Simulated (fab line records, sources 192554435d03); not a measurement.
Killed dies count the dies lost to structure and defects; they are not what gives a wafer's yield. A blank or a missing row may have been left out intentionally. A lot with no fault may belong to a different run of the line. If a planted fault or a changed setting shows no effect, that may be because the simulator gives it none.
Struck lot and sound lot, side by side || flow n5_finfet || 35 out of 1938 route steps
Sound: wafers L463.2, L463.3, L463.4. Struck: wafer L464.3. (L464.2, L464.5 of the same lot were not struck and are left out.) The cause comes at the end.
Each step with rows lists, per side, the tool, then ch with its chambers, then its first start. Under that, the readings that differ: sound wafers || struck wafers || difference of the means || sigmas: that difference in standard deviations of wafers without a fault.
alike: a reading whose means differ by less than 2 such deviations, as well as words and numbers matching on both sides. not compared: withheld readings; readings where some wafer has no value; bounds like >300 that might hide an equal value; numbers whose values overlap and for which the record gives no deviation.
Wherever a step has rows on one side only, a row that says differs or no value, or a row with sigmas, the two part there. Numbers that have no deviation but don't overlap get no sigmas and don't part them. A reading that every wafer of one side lacks parts them only if that side has two wafers or more.

first, 9 steps without rows for these wafers: N5_BEOL_M13_SOFTBAKE_23 (time 60 s); N5_BEOL_M13_EXPOSE_25 (exposes mask M13, target cd 210 nm); N5_BEOL_M13_PEB_26 (peb time 90 s); N5_BEOL_M13_DEVELOP_27 (develop time 45 s); N5_BEOL_M13_HARDBAKE_32 (time 120 s); N5_BEOL_M13_DESCUM_33 (chemistry O2, time 7.9 s); N5_BEOL_M13_ETCH_67 (etches SiARC in CF4, target depth 143 nm, time 238.3 s); N5_BEOL_M13_ETCH_68 (etches SOC in N2/H2, time 355 s); N5_BEOL_M13_STRIP_69 (strips in N2/H2).
N5_BEOL_M13_TRENCH_ETCH_34: etches SiOC in C4F8/O2/Ar, target depth 413.47 nm, time 162.6 s.
  sound on rie_diel-06 ch 0,1,2, day 12 23:41; struck on rie_diel-06 ch 2, day 14 03:25
  alike: drypump_motor_current_A, mfc_ar_sccm, oes_product_au, rf_vpp_V, showerhead_plenum_p_Torr, throttle_valve_pct
  not compared: rf_hours_counter_h
then, 24 steps without rows for these wafers: N5_BEOL_M13_STRIP_70 (strips in C4F8/O2/Ar); N5_BEOL_M13_STRIP_37 (strips in N2/H2); N5_BEOL_M13_ETCH_38 (etches SiCN in CF4/N2, target depth 67.5 nm, time 71.9 s); N5_BEOL_M13_PRECLEAN_39 (cleans in residue remover, time 60 s); N5_BEOL_M13_SRD_40 (time 30 s, dry time 30 s); N5_BEOL_M13_DEGAS_41 (time 60 s); N5_BEOL_M13_PRE_CLEAN_42 (time 30 s); N5_BEOL_M13_SPUTTER_43 (material TaN, target thk 15 nm, time 24.19 s); N5_BEOL_M13_SPUTTER_44 (material Ta, target thk 10 nm, time 16.13 s); N5_BEOL_M13_SPUTTER_45 (material Cu, target thk 80 nm, time 13.33 s); N5_BEOL_M13_ECD_47 (material Cu, target thk 936 nm); N5_BEOL_M13_ANNEAL_48 (time 90 s); N5_BEOL_M13_CMP_49 (polishes, stops on SiOC, t overpolish 17.1 s, target thk 420 nm); N5_BEOL_M13_PRE_CLEAN_52 (time 15 s); N5_BEOL_M13_DEP_53 (deposits SiCN from 3MS/NH3, target thk 50 nm, time 17.8 s); N5_BEOL_M14_ILD_DEP_00 (deposits SiO2 from TEOS/O2, target thk 1119.3 nm, time 237.4 s); N5_BEOL_M14_COAT_58 (time 60 s, resist thk 89 nm); N5_BEOL_M14_COAT_04 (resist thk 800 nm); N5_BEOL_M14_EBR_06; N5_BEOL_M14_SOFTBAKE_05 (time 60 s); N5_BEOL_M14_EXPOSE_07 (exposes mask V13); N5_BEOL_M14_PEB_08 (peb time 90 s); N5_BEOL_M14_DEVELOP_09 (develop time 45 s); N5_BEOL_M14_HARDBAKE_14 (time 120 s).
N5_PASSIVATION_PROBE_49:
  struck on prober-01, day 15 11:26; sound on prober-01, day 14 07:15
{"reading": "defect_limited_yield (%)", "sound": "92.7 94.5 95.3", "struck": 81.9, "difference": -12.3, "sigmas": -8}
{"reading": "killed_at_M4_up", "sound": "16 10 18", "struck": 137, "difference": "+122", "sigmas": "+25"}
{"reading": "killed_dies", "sound": "86 65 56", "struck": 213, "difference": "+144", "sigmas": "+8"}
{"reading": "killed_on_rim", "sound": "18 10 8", "struck": 35, "difference": "+23", "sigmas": "+6"}
{"reading": "sort_bin_5_function (%)", "sound": "4.6 3.6 3.0", "struck": 11.7, "difference": "+8.0", "sigmas": "+8"}
{"reading": "sort_n_pass", "sound": "1094 1115 1124", "struck": 967, "difference": -144, "sigmas": -8}
{"reading": "sort_yield_pct (%)", "sound": "92.7 94.5 95.3", "struck": 81.9, "difference": -12.3, "sigmas": -8}
  alike: killed_at_M0_to_M3, killed_at_contacts, killed_at_front_end, killed_at_other, killed_open, killed_short, sort_bin_6_memory, sort_bin_8_speed

WHERE THEY PART
N5_PASSIVATION_PROBE_49 only, going by this record.

WHY: what the simulator had put in
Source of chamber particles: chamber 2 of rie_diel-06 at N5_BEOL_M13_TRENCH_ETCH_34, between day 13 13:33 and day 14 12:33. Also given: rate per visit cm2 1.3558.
